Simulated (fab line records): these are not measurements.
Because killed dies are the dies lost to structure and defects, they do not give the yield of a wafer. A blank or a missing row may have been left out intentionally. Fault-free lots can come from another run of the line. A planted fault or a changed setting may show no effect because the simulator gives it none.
fab line records + flow nand-harc + part 1 of 2: steps 1 to 3 of 6
record:
- lots: 22
- wafers: 66
- last-day: 33
route steps=1302 shown A_STAIRCASE@703
lots with no fault: from the same line, run without faults
start-h: the number of hours between the record's first day and the start of the first shown wafer of the lot + wait-h: hours elapsed since this lot's preceding step + " as in the row above + L1.1+2: several wafers, shown together as one row + - no value, or no start given + * or withheld: withheld + < > ~ a bound
route shown NAME@n: a module of which the file shows steps, and the number in the route of the first + usual: mean and standard deviation over wafers with no fault + same: alike in all rows + chamber/n: place in a boat + sites: per-site readings + _std_site: standard deviation across them + _edge_site: the outer-site mean with the inner-site mean subtracted + radius-mm: how far each site lies from the wafer's centre + mask NAME#n: copy n + behind: the last tool/chamber to shape the wafer + hold: why the lot was held/for how many hours/how that ended + device: whichever transistor did not switch (one of n, p or np) + end of line: tests run on the same wafers once the route is complete + a step given without rows: its recipe and nothing more + killed: the dies lost at the first sort to structure and to defects; this is not the yield of the wafer + map: a wafer's dies, marking killed ones x, the rest . and places with no die _
set.NAME: the setting as run; set.NAME@STEP: as run at that earlier step + model.NAME: the simulator's own value behind a step, which no gauge read
steps of the route over a sample of lots; a table a step, a row a wafer
services: from which hour (start-h, from the record's first day; less than 0 if before it) a tool's chamber was out of use, for how many hours, and why
== steps ==
step: NHARC_A_STAIRCASE_TRIM_189
recipe:
- time-s: 211.2
- o2-flow-sccm: 500
- ar-flow-sccm: 0
- bias-w: 0
- chemistry: O2
usual:
- drypump-motor-current-A: 5.6/0.42
- o2-flow-sccm: 500.1/1.5
- oes-product-au: 1.001/0.0096
- rf-vpp-V: 57.8/0.9
- showerhead-plenum-p-Torr: 3.53/0.13
- throttle-valve-pct: 17.034/0.0098
| lot.wafer | tool        | chamber | start-h | wait-h | drypump-motor-current-A | o2-flow-sccm | oes-product-au | rf-hours-counter-h | rf-vpp-V | showerhead-plenum-p-Torr | throttle-valve-pct |
|-----------|-------------|---------|---------|--------|-------------------------|--------------|----------------|--------------------|----------|--------------------------|--------------------|
| L075.1    | rie-diel-10 | 1       | -       | -      | 6.4                     | 500.5        | 0.996          | 35                 | 58.0     | 3.53                     | 17.028             |
| L075.4    | "           | 2       | "       | "      | 6.1                     | 499.9        | 0.987          | 36                 | 56.4     | 3.75                     | 17.029             |
| L075.6    | "           | 3       | "       | "      | 4.7                     | 502.9        | 0.987          | -                  | 57.3     | 3.52                     | 17.034             |
| L074.2    | rie-diel-03 | 0       | -       | -      | 6.0                     | 499.9        | 1.002          | 27                 | 58.4     | 3.34                     | 17.022             |
| L074.1    | "           | 2       | "       | "      | 5.4                     | 498.5        | 1.006          | 20                 | 58.0     | 3.68                     | 17.017             |
| L074.5    | "           | 3       | "       | "      | 5.9                     | 500.1        | 1.015          | -                  | 57.5     | 3.67                     | 17.046             |
| L077.2    | rie-diel-03 | 3       | -       | -      | 5.9                     | 498.9        | 1.004          | 28                 | 57.6     | 3.67                     | 17.031             |
| L077.3    | "           | 0       | "       | "      | 5.9                     | 502.7        | 1.005          | 32                 | 56.6     | 3.34                     | 17.025             |
| L077.1    | "           | 2       | "       | "      | 5.4                     | 500.2        | 0.998          | 23                 | 59.1     | 3.68                     | 17.036             |
| L078.2    | rie-diel-09 | 2       | -       | -      | 5.2                     | 498.4        | 1.009          | 17                 | 57.5     | 3.43                     | 17.028             |
| L078.1    | "           | 0       | "       | "      | 5.2                     | 499.1        | 1.017          | 19                 | 56.1     | 3.48                     | 17.022             |
| L078.6    | "           | 2       | "       | "      | 5.2                     | 498.1        | 1.004          | -                  | 57.3     | 3.43                     | 17.014             |
| L079.2    | rie-diel-10 | 3       | -       | -      | 4.7                     | 501.7        | 0.995          | 53                 | 57.6     | 3.51                     | 17.045             |
| L079.6    | "           | 3       | "       | "      | 4.7                     | 498.4        | 0.989          | -                  | 57.2     | 3.51                     | 17.033             |
| L079.5    | "           | 0       | "       | "      | 5.5                     | 502.2        | 1.003          | -                  | 59.5     | 3.55                     | 17.029             |
| L080.2    | rie-diel-09 | 2       | -       | -      | 5.2                     | 500.6        | 1.015          | 30                 | 57.7     | 3.42                     | 17.047             |
| L080.4    | "           | 0       | "       | "      | 5.3                     | 502.9        | 1.017          | 32                 | 58.3     | 3.47                     | 17.027             |
| L080.1    | "           | 1       | "       | "      | 6.0                     | 499.2        | 1.008          | 29                 | 56.8     | 3.66                     | 17.021             |
| L081.1    | rie-diel-09 | 1       | -       | -      | 6.0                     | 502.3        | 1.005          | 29                 | 57.3     | 3.66                     | 17.041             |
| L081.3    | "           | 2       | "       | "      | 5.2                     | 499.4        | 1.013          | 30                 | 58.0     | 3.42                     | 17.030             |
| L081.5    | "           | 2       | "       | "      | 5.2                     | 498.3        | 1.013          | -                  | 57.1     | 3.42                     | 17.039             |
| L082.2    | rie-diel-10 | 2       | -       | -      | 6.0                     | 500.9        | 0.984          | 2                  | 57.7     | 3.74                     | 17.038             |
| L082.4    | "           | 1       | "       | "      | 6.4                     | 496.9        | 0.994          | 2                  | 57.1     | 3.53                     | 17.026             |
| L082.5    | "           | 3       | "       | "      | 4.7                     | 498.9        | 0.995          | -                  | 57.0     | 3.51                     | 17.028             |
| L084.4    | rie-diel-03 | 2       | -       | -      | 5.3                     | 500.3        | 1.002          | 48                 | 59.9     | 3.66                     | 17.038             |
| L084.1    | "           | 0       | "       | "      | 5.9                     | 501.0        | 0.989          | 54                 | 57.6     | 3.33                     | 17.029             |
| L084.6    | "           | 2       | "       | "      | 5.4                     | 501.0        | 0.999          | -                  | 58.3     | 3.66                     | 17.025             |
| L086.1    | rie-diel-09 | 3       | -       | -      | 5.6                     | 500.4        | 0.999          | 44                 | 57.0     | 3.60                     | 17.042             |
| L086.2    | "           | 0       | "       | "      | 5.2                     | 501.5        | 1.013          | 43                 | 56.3     | 3.46                     | 17.019             |
| L086.5    | "           | 2       | "       | "      | 5.2                     | 501.9        | 1.019          | -                  | 56.3     | 3.41                     | 17.041             |
| L087.2    | rie-diel-10 | 2       | -       | -      | 6.1                     | 497.8        | 0.995          | 20                 | 56.3     | 3.73                     | 17.040             |
| L087.6    | "           | 3       | "       | "      | 4.7                     | 500.1        | 1.000          | -                  | 57.4     | 3.50                     | 17.050             |
| L087.5    | "           | 0       | "       | "      | 5.4                     | 502.1        | 1.005          | -                  | 58.6     | 3.54                     | 17.057             |
| L085.2    | rie-diel-10 | 1       | -       | -      | 6.5                     | 500.7        | 1.003          | 20                 | 57.3     | 3.52                     | 17.038             |
| L085.1    | "           | 0       | "       | "      | 5.5                     | 502.3        | 1.008          | 19                 | 56.2     | 3.54                     | 17.036             |
| L085.5    | "           | 1       | "       | "      | 6.4                     | 501.2        | 0.993          | -                  | 57.9     | 3.52                     | 17.038             |
| L088.3    | rie-diel-09 | 3       | -       | -      | 5.6                     | 501.9        | 0.992          | 50                 | 57.3     | 3.59                     | 17.036             |
| L088.6    | "           | 2       | "       | "      | 5.2                     | 498.7        | 1.004          | -                  | 55.1     | 3.41                     | 17.017             |
| L088.5    | "           | 3       | "       | "      | 5.6                     | 498.7        | 0.996          | -                  | 56.7     | 3.59                     | 17.032             |
| L089.2    | rie-diel-03 | 0       | -       | -      | 5.9                     | 499.0        | 1.015          | 10                 | 56.2     | 3.32                     | 17.046             |
| L089.4    | "           | 3       | "       | "      | 5.9                     | 499.9        | 1.001          | 12                 | 58.2     | 3.65                     | 17.033             |
| L089.5    | "           | 0       | "       | "      | 6.0                     | 501.6        | 1.012          | -                  | 57.5     | 3.32                     | 17.034             |
| L090.2    | rie-diel-09 | 0       | -       | -      | 5.2                     | 502.2        | 1.003          | 6                  | 57.5     | 3.46                     | 17.033             |
| L090.5    | "           | 2       | "       | "      | 5.2                     | 500.2        | 0.989          | -                  | 58.2     | 3.41                     | 17.014             |
| L090.6    | "           | 3       | "       | "      | 5.7                     | 499.7        | 1.018          | -                  | 57.3     | 3.59                     | 17.019             |
| L092.4    | rie-diel-03 | 1       | -       | -      | 5.7                     | 500.0        | 0.992          | 19                 | 56.9     | 3.35                     | 17.033             |
| L092.1    | "           | 2       | "       | "      | 5.4                     | 496.3        | 1.005          | 21                 | 58.4     | 3.65                     | 17.022             |
| L092.6    | "           | 2       | "       | "      | 5.4                     | 497.1        | 1.003          | -                  | 56.1     | 3.65                     | 17.041             |
| L091.1    | rie-diel-09 | 3       | -       | -      | 5.6                     | 500.0        | 0.992          | 9                  | 57.1     | 3.59                     | 17.047             |
| L091.2    | "           | 1       | "       | "      | 6.0                     | 498.7        | 0.993          | 6                  | 57.6     | 3.64                     | 17.035             |
| L091.3    | "           | 2       | "       | "      | 5.2                     | 502.1        | 0.998          | 6                  | 58.2     | 3.41                     | 17.019             |
| L093.4    | rie-diel-03 | 0       | -       | -      | 6.0                     | 500.5        | 1.013          | 21                 | 57.9     | 3.31                     | 17.037             |
| L093.5    | "           | 2       | "       | "      | 5.4                     | 501.0        | 0.997          | -                  | 57.7     | 3.65                     | 17.031             |
| L093.6    | "           | 3       | "       | "      | 5.9                     | 500.3        | 0.995          | -                  | 57.8     | 3.64                     | 17.042             |
| L094.3    | rie-diel-03 | 3       | -       | -      | 5.9                     | 497.9        | 1.000          | 26                 | 58.9     | 3.64                     | 17.038             |
| L094.1    | "           | 1       | "       | "      | 5.7                     | 498.2        | 0.996          | 27                 | 55.9     | 3.35                     | 17.031             |
| L094.6    | "           | 3       | "       | "      | 5.9                     | 498.6        | 1.001          | -                  | 59.9     | 3.64                     | 17.026             |
| L095.4    | rie-diel-03 | 0       | -       | -      | 6.0                     | 500.7        | 1.013          | 28                 | 58.4     | 3.31                     | 17.022             |
| L095.3    | "           | 1       | "       | "      | 5.7                     | 501.2        | 0.991          | 29                 | 56.4     | 3.35                     | 17.035             |
| L095.5    | "           | 0       | "       | "      | 6.0                     | 501.3        | 1.018          | -                  | 57.6     | 3.31                     | 17.030             |
| L096.1    | rie-diel-03 | 3       | -       | -      | 5.9                     | 500.9        | 0.999          | 32                 | 59.0     | 3.64                     | 17.023             |
| L096.4    | "           | 0       | "       | "      | 6.0                     | 500.8        | 1.014          | 33                 | 57.5     | 3.31                     | 17.021             |
| L096.6    | "           | 3       | "       | "      | 5.9                     | 500.1        | 1.006          | -                  | 57.9     | 3.64                     | 17.022             |
| L097.3    | rie-diel-03 | 1       | -       | -      | 5.7                     | 501.4        | 1.001          | 33                 | 58.0     | 3.35                     | 17.036             |
| L097.4    | "           | 3       | "       | "      | 5.9                     | 500.4        | 1.015          | 32                 | 59.2     | 3.64                     | 17.038             |
| L097.6    | "           | 2       | "       | "      | 5.4                     | 500.0        | 1.002          | -                  | 58.4     | 3.65                     | 17.031             |
step: NHARC_A_STAIRCASE_ETCH_194
recipe:
- target-depth-a: 1000
- time-s: 40.5
- ion-energy-ev: 400
- c4f8-flow-sccm: 20
- o2-flow-sccm: 10
- ar-flow-sccm: withheld
- rf-w: 600
- bias-w: 1000
- chemistry: C4F8/O2
usual:
- oes-product-au: 0.943/0.011
- rf-fwd-power-W: 593.3/2.9
- rf-vpp-V: 896/4.9
| lot.wafer | tool        | chamber | start-h | wait-h | oes-product-au | rf-fwd-power-W | rf-hours-counter-h | rf-vpp-V |
|-----------|-------------|---------|---------|--------|----------------|----------------|--------------------|----------|
| L075.4    | rie-diel-10 | 0       | -       | -      | 0.951          | 598.3          | 33                 | 896      |
| L075.1    | "           | 1       | "       | "      | 0.950          | 593.8          | 35                 | 897      |
| L075.6    | "           | 0       | "       | "      | 0.957          | 595.7          | -                  | 897      |
| L074.2    | rie-diel-03 | 1       | -       | -      | 0.937          | 587.6          | 25                 | 890      |
| L074.1    | "           | 3       | "       | "      | 0.932          | 591.1          | 24                 | 902      |
| L074.5    | "           | 0       | "       | "      | 0.927          | 595.7          | -                  | 890      |
| L077.2    | rie-diel-03 | 3       | -       | -      | 0.957          | 594.0          | 28                 | 901      |
| L077.1    | "           | 0       | "       | "      | 0.958          | 595.1          | 32                 | 888      |
| L077.3    | "           | 2       | "       | "      | 0.944          | 588.8          | 23                 | 902      |
| L078.1    | rie-diel-09 | 3       | -       | -      | 0.947          | 591.5          | 17                 | 900      |
| L078.2    | "           | 2       | "       | "      | 0.949          | 594.1          | 18                 | 892      |
| L078.6    | "           | 3       | "       | "      | 0.938          | 590.0          | -                  | 900      |
| L079.2    | rie-diel-10 | 3       | -       | -      | 0.940          | 599.2          | 54                 | 896      |
| L079.5    | "           | 0       | "       | "      | 0.946          | 595.3          | -                  | 898      |
| L079.6    | "           | 1       | "       | "      | 0.943          | 591.4          | -                  | 897      |
| L080.2    | rie-diel-09 | 2       | -       | -      | 0.946          | 595.8          | 30                 | 893      |
| L080.1    | "           | 0       | "       | "      | 0.940          | 593.0          | 32                 | 893      |
| L080.4    | "           | 1       | "       | "      | 0.932          | 593.1          | 29                 | 901      |
| L081.1    | rie-diel-09 | 2       | -       | -      | 0.956          | 594.4          | 31                 | 891      |
| L081.3    | "           | 1       | "       | "      | 0.942          | 592.3          | 29                 | 901      |
| L081.5    | "           | 2       | "       | "      | 0.951          | 594.5          | -                  | 892      |
| L082.2    | rie-diel-10 | 0       | -       | -      | 0.941          | 592.7          | 6                  | 896      |
| L082.4    | "           | 2       | "       | "      | 0.933          | 600.3          | 7                  | 904      |
| L082.5    | "           | 1       | "       | "      | 0.948          | 591.6          | -                  | 898      |
| L084.1    | rie-diel-10 | 1       | -       | -      | 0.940          | 589.6          | 11                 | 896      |
| L084.4    | "           | 3       | "       | "      | 0.963          | 594.9          | 14                 | 895      |
| L084.6    | "           | 2       | "       | "      | 0.942          | 595.8          | -                  | 902      |
| L086.1    | rie-diel-09 | 3       | -       | -      | 0.969          | 592.1          | 44                 | 897      |
| L086.2    | "           | 1       | "       | "      | 0.931          | 590.7          | 47                 | 899      |
| L086.5    | "           | 0       | "       | "      | 0.944          | 595.7          | -                  | 894      |
| L087.2    | rie-diel-10 | 3       | -       | -      | 0.938          | 597.2          | 19                 | 894      |
| L087.6    | "           | 0       | "       | "      | 0.945          | 594.1          | -                  | 897      |
| L087.5    | "           | 1       | "       | "      | 0.936          | 590.6          | -                  | 896      |
| L085.1    | rie-diel-10 | 3       | -       | -      | 0.916          | 594.5          | 19                 | 895      |
| L085.2    | "           | 1       | "       | "      | 0.929          | 589.9          | 21                 | 895      |
| L085.5    | "           | 2       | "       | "      | 0.909          | 595.5          | -                  | 904      |
| L088.3    | rie-diel-09 | 1       | -       | -      | 0.934          | 593.0          | 56                 | 900      |
| L088.5    | "           | 1       | "       | "      | 0.939          | 593.8          | -                  | 900      |
| L088.6    | "           | 2       | "       | "      | 0.948          | 594.9          | -                  | 893      |
| L089.4    | rie-diel-03 | 3       | -       | -      | 0.940          | 593.0          | 13                 | 900      |
| L089.2    | "           | 0       | "       | "      | 0.949          | 594.4          | 11                 | 887      |
| L089.5    | "           | 0       | "       | "      | 0.951          | 596.3          | -                  | 888      |
| L090.2    | rie-diel-09 | 2       | -       | -      | 0.944          | 597.0          | 5                  | 891      |
| L090.5    | "           | 2       | "       | "      | 0.927          | 596.2          | -                  | 891      |
| L090.6    | "           | 3       | "       | "      | 0.942          | 593.5          | -                  | 897      |
| L092.1    | rie-diel-03 | 2       | -       | -      | 0.945          | 589.0          | 21                 | 901      |
| L092.4    | "           | 0       | "       | "      | 0.964          | 596.3          | 19                 | 887      |
| L092.6    | "           | 1       | "       | "      | 0.960          | 590.7          | -                  | 890      |
| L091.3    | rie-diel-09 | 1       | -       | -      | 0.933          | 592.4          | 6                  | 900      |
| L091.2    | "           | 2       | "       | "      | 0.923          | 593.6          | 7                  | 893      |
| L091.1    | "           | 3       | "       | "      | 0.951          | 595.7          | 9                  | 897      |
| L093.4    | rie-diel-03 | 0       | -       | -      | 0.958          | 597.3          | 21                 | 888      |
| L093.6    | "           | 2       | "       | "      | 0.945          | 594.8          | -                  | 900      |
| L093.5    | "           | 3       | "       | "      | 0.952          | 594.2          | -                  | 900      |
| L094.1    | rie-diel-03 | 0       | -       | -      | 0.943          | 592.5          | 27                 | 888      |
| L094.3    | "           | 3       | "       | "      | 0.931          | 593.8          | 26                 | 898      |
| L094.6    | "           | 0       | "       | "      | 0.943          | 593.2          | -                  | 888      |
| L095.3    | rie-diel-03 | 1       | -       | -      | 0.932          | 586.7          | 29                 | 890      |
| L095.4    | "           | 3       | "       | "      | 0.953          | 590.6          | 28                 | 899      |
| L095.5    | "           | 1       | "       | "      | 0.939          | 587.0          | -                  | 890      |
| L096.1    | rie-diel-03 | 0       | -       | -      | 0.968          | 595.7          | 33                 | 887      |
| L096.4    | "           | 3       | "       | "      | 0.925          | 591.7          | 33                 | 900      |
| L096.6    | "           | 1       | "       | "      | 0.931          | 591.5          | -                  | 888      |
| L097.3    | rie-diel-03 | 1       | -       | -      | 0.941          | 587.3          | 33                 | 889      |
| L097.4    | "           | 2       | "       | "      | 0.940          | 590.4          | 33                 | 902      |
| L097.6    | "           | 0       | "       | "      | 0.956          | 595.4          | -                  | 888      |
step: NHARC_A_STAIRCASE_TRIM_196
recipe:
- time-s: 211.2
- o2-flow-sccm: 500
- ar-flow-sccm: 0
- bias-w: 0
- chemistry: O2
usual:
- drypump-motor-current-A: 5.7/0.38
- o2-flow-sccm: 499.9/1.6
- oes-product-au: 1.001/0.0091
- rf-vpp-V: 57.8/0.87
- showerhead-plenum-p-Torr: 3.53/0.13
- throttle-valve-pct: 17.037/0.0085
| lot.wafer | tool        | chamber | start-h | wait-h | drypump-motor-current-A | o2-flow-sccm | oes-product-au | rf-hours-counter-h | rf-vpp-V | showerhead-plenum-p-Torr | throttle-valve-pct |
|-----------|-------------|---------|---------|--------|-------------------------|--------------|----------------|--------------------|----------|--------------------------|--------------------|
| L075.4    | rie-diel-09 | 2       | 367.13  | 0.1    | 5.2                     | 501.0        | 1.007          | 14                 | 56.5     | 3.43                     | 17.043             |
| L075.1    | "           | 3       | "       | "      | 5.6                     | 499.9        | 0.991          | 14                 | 57.6     | 3.61                     | 17.049             |
| L075.6    | "           | 3       | "       | "      | 5.6                     | 499.7        | 0.994          | -                  | 58.5     | 3.61                     | 17.040             |
| L074.2    | rie-diel-10 | 1       | 367.30  | 0.1    | 6.5                     | 500.1        | 0.997          | 35                 | 56.0     | 3.53                     | 17.029             |
| L074.1    | "           | 3       | "       | "      | 4.7                     | 499.4        | 0.997          | 34                 | 57.5     | 3.52                     | 17.035             |
| L074.5    | "           | 1       | "       | "      | 6.4                     | 499.3        | 0.998          | -                  | 57.7     | 3.53                     | 17.049             |
| L077.2    | rie-diel-03 | 3       | 387.54  | 0.1    | 5.9                     | 499.3        | 1.000          | 28                 | 58.8     | 3.67                     | 17.030             |
| L077.1    | "           | 0       | "       | "      | 5.9                     | 500.4        | 0.998          | 32                 | 57.5     | 3.34                     | 17.031             |
| L077.3    | "           | 1       | "       | "      | 5.7                     | 501.0        | 0.996          | 29                 | 59.5     | 3.38                     | 17.044             |
| L078.1    | rie-diel-03 | 3       | 387.76  | 0.1    | 5.9                     | 497.0        | 1.000          | 28                 | 58.9     | 3.67                     | 17.051             |
| L078.2    | "           | 1       | "       | "      | 5.7                     | 500.5        | 0.995          | 30                 | 57.8     | 3.38                     | 17.032             |
| L078.6    | "           | 2       | "       | "      | 5.4                     | 501.0        | 1.002          | -                  | 57.6     | 3.68                     | 17.043             |
| L079.2    | rie-diel-10 | 3       | 419.04  | 0.1    | 4.7                     | 498.5        | 0.999          | 54                 | 57.8     | 3.51                     | 17.041             |
| L079.5    | "           | 0       | "       | "      | 5.4                     | 498.1        | 1.004          | -                  | 56.9     | 3.55                     | 17.044             |
| L079.6    | "           | 1       | "       | "      | 6.4                     | 500.3        | 1.002          | -                  | 57.6     | 3.53                     | 17.024             |
| L080.1    | rie-diel-09 | 2       | 426.23  | 0.1    | 5.2                     | 501.7        | 1.002          | 31                 | 58.8     | 3.42                     | 17.034             |
| L080.4    | "           | 0       | "       | "      | 5.2                     | 500.9        | 1.018          | 32                 | 58.5     | 3.47                     | 17.032             |
| L080.2    | "           | 1       | "       | "      | 6.0                     | 499.4        | 0.988          | 29                 | 58.0     | 3.66                     | 17.027             |
| L081.3    | rie-diel-03 | 1       | 426.81  | 0.1    | 5.7                     | 497.4        | 1.001          | 41                 | 58.9     | 3.37                     | 17.034             |
| L081.1    | "           | 2       | "       | "      | 5.4                     | 502.1        | 0.998          | 38                 | 58.0     | 3.67                     | 17.037             |
| L081.5    | "           | 2       | "       | "      | 5.4                     | 501.4        | 0.994          | -                  | 57.4     | 3.67                     | 17.023             |
| L082.4    | rie-diel-03 | 1       | 443.77  | 0.1    | 5.7                     | 498.6        | 0.992          | 48                 | 56.2     | 3.37                     | 17.053             |
| L082.2    | "           | 0       | "       | "      | 5.9                     | 496.5        | 0.998          | 51                 | 57.6     | 3.33                     | 17.025             |
| L082.5    | "           | 2       | "       | "      | 5.4                     | 499.8        | 0.993          | -                  | 58.1     | 3.67                     | 17.043             |
| L084.4    | rie-diel-09 | 3       | 460.18  | 0.1    | 5.6                     | 500.1        | 1.007          | 39                 | 56.3     | 3.60                     | 17.051             |
| L084.1    | "           | 0       | "       | "      | 5.2                     | 500.9        | 1.014          | 39                 | 58.6     | 3.47                     | 17.029             |
| L084.6    | "           | 3       | "       | "      | 5.6                     | 498.4        | 1.000          | -                  | 56.9     | 3.60                     | 17.035             |
| L086.1    | rie-diel-09 | 0       | 476.72  | 0.1    | 5.2                     | 499.3        | 1.025          | 44                 | 56.3     | 3.46                     | 17.048             |
| L086.2    | "           | 1       | "       | "      | 6.0                     | 499.0        | 0.991          | 47                 | 58.7     | 3.65                     | 17.030             |
| L086.5    | "           | 0       | "       | "      | 5.2                     | 500.7        | 1.026          | -                  | 57.3     | 3.46                     | 17.027             |
| L087.2    | rie-diel-09 | 1       | 477.18  | 0.1    | 6.0                     | 501.6        | 0.996          | 47                 | 57.5     | 3.65                     | 17.039             |
| L087.6    | "           | 1       | "       | "      | 6.0                     | 504.6        | 0.999          | -                  | 58.7     | 3.65                     | 17.033             |
| L087.5    | "           | 2       | "       | "      | 5.2                     | 499.1        | 1.013          | -                  | 57.6     | 3.41                     | 17.024             |
| L085.2    | rie-diel-10 | 1       | 477.79  | 0.1    | 6.5                     | 500.0        | 0.996          | 21                 | 57.7     | 3.52                     | 17.047             |
| L085.1    | "           | 0       | "       | "      | 5.4                     | 502.9        | 0.993          | 19                 | 58.3     | 3.54                     | 17.032             |
| L085.5    | "           | 2       | "       | "      | 6.1                     | 501.6        | 0.979          | -                  | 57.3     | 3.73                     | 17.046             |
| L088.3    | rie-diel-03 | 3       | 497.78  | 0.1    | 5.9                     | 498.1        | 1.003          | 6                  | 58.4     | 3.65                     | 17.031             |
| L088.6    | "           | 2       | "       | "      | 5.4                     | 500.3        | 0.994          | -                  | 59.6     | 3.66                     | 17.025             |
| L088.5    | "           | 3       | "       | "      | 5.9                     | 499.0        | 1.000          | -                  | 56.5     | 3.65                     | 17.036             |
| L089.2    | rie-diel-03 | 3       | 512.93  | 0.1    | 5.9                     | 501.2        | 1.001          | 13                 | 57.1     | 3.65                     | 17.047             |
| L089.4    | "           | 0       | "       | "      | 6.0                     | 499.1        | 1.018          | 11                 | 57.3     | 3.32                     | 17.044             |
| L089.5    | "           | 2       | "       | "      | 5.4                     | 499.7        | 1.004          | -                  | 58.0     | 3.66                     | 17.044             |
| L090.2    | rie-diel-03 | 3       | 531.06  | 0.1    | 5.9                     | 497.6        | 1.003          | 18                 | 57.9     | 3.65                     | 17.029             |
| L090.6    | "           | 0       | "       | "      | 6.0                     | 499.9        | 1.011          | -                  | 56.6     | 3.32                     | 17.031             |
| L090.5    | "           | 1       | "       | "      | 5.7                     | 499.8        | 0.999          | -                  | 55.9     | 3.36                     | 17.050             |
| L092.1    | rie-diel-03 | 2       | 538.30  | 0.1    | 5.4                     | 501.4        | 1.001          | 21                 | 58.2     | 3.65                     | 17.028             |
| L092.4    | "           | 1       | "       | "      | 5.7                     | 501.9        | 1.001          | 20                 | 57.0     | 3.35                     | 17.024             |
| L092.6    | "           | 3       | "       | "      | 5.9                     | 500.9        | 0.996          | -                  | 59.3     | 3.64                     | 17.027             |
| L091.3    | rie-diel-09 | 2       | 538.99  | 0.1    | 5.2                     | 498.1        | 0.995          | 7                  | 58.8     | 3.41                     | 17.038             |
| L091.1    | "           | 3       | "       | "      | 5.6                     | 498.7        | 1.006          | 9                  | 57.9     | 3.59                     | 17.033             |
| L091.2    | "           | 1       | "       | "      | 6.0                     | 498.5        | 0.981          | 6                  | 57.8     | 3.64                     | 17.039             |
| L093.4    | rie-diel-10 | 1       | 549.62  | 0.1    | 6.4                     | 499.6        | 1.010          | 40                 | 56.9     | 3.51                     | 17.051             |
| L093.6    | "           | 2       | "       | "      | 6.1                     | 500.2        | 0.990          | -                  | 58.1     | 3.72                     | 17.039             |
| L093.5    | "           | 3       | "       | "      | 4.7                     | 500.4        | 0.999          | -                  | 56.9     | 3.48                     | 17.043             |
| L094.1    | rie-diel-03 | 1       | 561.03  | 0.1    | 5.7                     | 499.4        | 1.006          | 27                 | 58.3     | 3.35                     | 17.033             |
| L094.3    | "           | 2       | "       | "      | 5.4                     | 501.8        | 1.000          | 27                 | 58.0     | 3.65                     | 17.033             |
| L094.6    | "           | 0       | "       | "      | 6.0                     | 500.3        | 1.008          | -                  | 57.8     | 3.31                     | 17.034             |
| L095.4    | rie-diel-03 | 3       | 573.70  | 0.1    | 5.9                     | 501.8        | 1.003          | 28                 | 57.1     | 3.64                     | 17.014             |
| L095.3    | "           | 0       | "       | "      | 5.9                     | 498.8        | 1.010          | 29                 | 58.4     | 3.31                     | 17.038             |
| L095.5    | "           | 2       | "       | "      | 5.4                     | 497.8        | 1.004          | -                  | 57.7     | 3.65                     | 17.032             |
| L096.1    | rie-diel-09 | 3       | 586.21  | 0.1    | 5.6                     | 500.0        | 1.004          | 22                 | 58.3     | 3.58                     | 17.042             |
| L096.4    | "           | 0       | "       | "      | 5.2                     | 499.8        | 1.009          | 21                 | 57.8     | 3.45                     | 17.050             |
| L096.6    | "           | 2       | "       | "      | 5.2                     | 500.0        | 0.983          | -                  | 57.4     | 3.40                     | 17.042             |
| L097.4    | rie-diel-03 | 1       | 586.47  | 0.1    | 5.7                     | 503.1        | 0.988          | 33                 | 57.2     | 3.35                     | 17.041             |
| L097.3    | "           | 3       | "       | "      | 5.9                     | 500.1        | 1.009          | 33                 | 59.3     | 3.64                     | 17.042             |
| L097.6    | "           | 0       | "       | "      | 5.9                     | 502.4        | 1.001          | -                  | 56.4     | 3.31                     | 17.041             |
